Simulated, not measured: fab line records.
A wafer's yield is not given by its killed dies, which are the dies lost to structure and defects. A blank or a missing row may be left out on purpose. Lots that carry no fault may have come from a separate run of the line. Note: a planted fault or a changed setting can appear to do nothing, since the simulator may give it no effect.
Matching of chambers :: flow nand_harc :: NHARC_A_CHANNEL_HOLE_D1_ETCH_44 on rie_diel-06 has 4 sister chambers
The step etches the open film in CF4/O2, target depth 140 nm, overetch 14 nm, time 77 s. 14 wafers are shown with their chamber, then 7 later ones without.

== WAFERS, EACH WITH ITS CHAMBER ==
wafer: L075.1
chamber: 2
drypump_motor_current_A (A): 5.8
showerhead_plenum_p_Torr (Torr): 1.30
rf_vpp_V (V): 197.6

wafer: L075.5
chamber: 2
drypump_motor_current_A (A): 5.8
showerhead_plenum_p_Torr (Torr): 1.30
rf_vpp_V (V): 197.6

wafer: L075.6
chamber: 1
drypump_motor_current_A (A): 5.2
showerhead_plenum_p_Torr (Torr): 1.25
rf_vpp_V (V): 195.5

wafer: L077.2
chamber: 1
drypump_motor_current_A (A): 5.2
showerhead_plenum_p_Torr (Torr): 1.24
rf_vpp_V (V): 196.7

wafer: L077.3
chamber: 3
drypump_motor_current_A (A): 5.9
showerhead_plenum_p_Torr (Torr): 1.39
rf_vpp_V (V): 198.5

wafer: L077.5
chamber: 0
drypump_motor_current_A (A): 4.9
showerhead_plenum_p_Torr (Torr): 1.29
rf_vpp_V (V): 197.6

wafer: L079.1
chamber: 3
drypump_motor_current_A (A): 5.9
showerhead_plenum_p_Torr (Torr): 1.38
rf_vpp_V (V): 200.3

wafer: L079.2
chamber: 2
drypump_motor_current_A (A): 5.8
showerhead_plenum_p_Torr (Torr): 1.30
rf_vpp_V (V): 195.2

wafer: L079.4
chamber: 1
drypump_motor_current_A (A): 5.2
showerhead_plenum_p_Torr (Torr): 1.25
rf_vpp_V (V): 196.2

wafer: L085.1
chamber: 0
drypump_motor_current_A (A): 4.9
showerhead_plenum_p_Torr (Torr): 1.29
rf_vpp_V (V): 197.9

wafer: L085.5
chamber: 0
drypump_motor_current_A (A): 5.0
showerhead_plenum_p_Torr (Torr): 1.29
rf_vpp_V (V): 196.9

wafer: L085.6
chamber: 3
drypump_motor_current_A (A): 5.9
showerhead_plenum_p_Torr (Torr): 1.38
rf_vpp_V (V): 199.7

wafer: L088.1
chamber: 3
drypump_motor_current_A (A): 5.9
showerhead_plenum_p_Torr (Torr): 1.38
rf_vpp_V (V): 199.6

wafer: L088.2
chamber: 0
drypump_motor_current_A (A): 5.0
showerhead_plenum_p_Torr (Torr): 1.29
rf_vpp_V (V): 196.8

SIGNATURES (means of the wafers above)
reading: drypump_motor_current_A
chamber 0: 4.950
chamber 1: 5.200
chamber 2: 5.800
chamber 3: 5.900
scatter within a chamber: 0.0316

reading: showerhead_plenum_p_Torr
chamber 0: 1.2900
chamber 1: 1.2467
chamber 2: 1.3000
chamber 3: 1.3825
scatter within a chamber: 0.00376

reading: rf_vpp_V
chamber 0: 197.300
chamber 1: 196.133
chamber 2: 196.800
chamber 3: 199.525
scatter within a chamber: 0.843
Rule: distance of a wafer from a chamber = root of the sum over the readings of ((wafer's reading minus chamber's mean) / reading's scatter) squared. If the next closest chamber is less than 2 further off than the closest, the wafer can't be placed; otherwise it belongs to the closest. The scatter: take each reading less its chamber's mean, square it, sum over the shown wafers, divide by the number of wafers less the number of chambers, and take the root.

== WAFERS WITH NO CHAMBER GIVEN ==
wafer: L088.4
drypump_motor_current_A (A): 5.8
showerhead_plenum_p_Torr (Torr): 1.30
rf_vpp_V (V): 198.4

wafer: L091.1
drypump_motor_current_A (A): 5.0
showerhead_plenum_p_Torr (Torr): 1.29
rf_vpp_V (V): 196.4

wafer: L091.5
drypump_motor_current_A (A): 5.0
showerhead_plenum_p_Torr (Torr): 1.29
rf_vpp_V (V): 198.1

wafer: L091.6
drypump_motor_current_A (A): 5.2
showerhead_plenum_p_Torr (Torr): 1.24
rf_vpp_V (V): 196.2

wafer: L094.1
drypump_motor_current_A (A): 5.9
showerhead_plenum_p_Torr (Torr): 1.38
rf_vpp_V (V): 196.8

wafer: L094.3
drypump_motor_current_A (A): 4.9
showerhead_plenum_p_Torr (Torr): 1.29
rf_vpp_V (V): 196.1

wafer: L094.4
drypump_motor_current_A (A): 5.2
showerhead_plenum_p_Torr (Torr): 1.24
rf_vpp_V (V): 195.6

== WHICH CHAMBER EACH WENT THROUGH ==
wafer: L088.4
from the rows above: 2
in truth: 2

wafer: L091.1
from the rows above: 0
in truth: 0

wafer: L091.5
from the rows above: 0
in truth: 0

wafer: L091.6
from the rows above: 1
in truth: 1

wafer: L094.1
from the rows above: 3
in truth: 3

wafer: L094.3
from the rows above: 0
in truth: 0

wafer: L094.4
from the rows above: 1
in truth: 1
Correct placement for 7 of the 7. Not placeable from these rows: 0. Wrongly placed: 0.
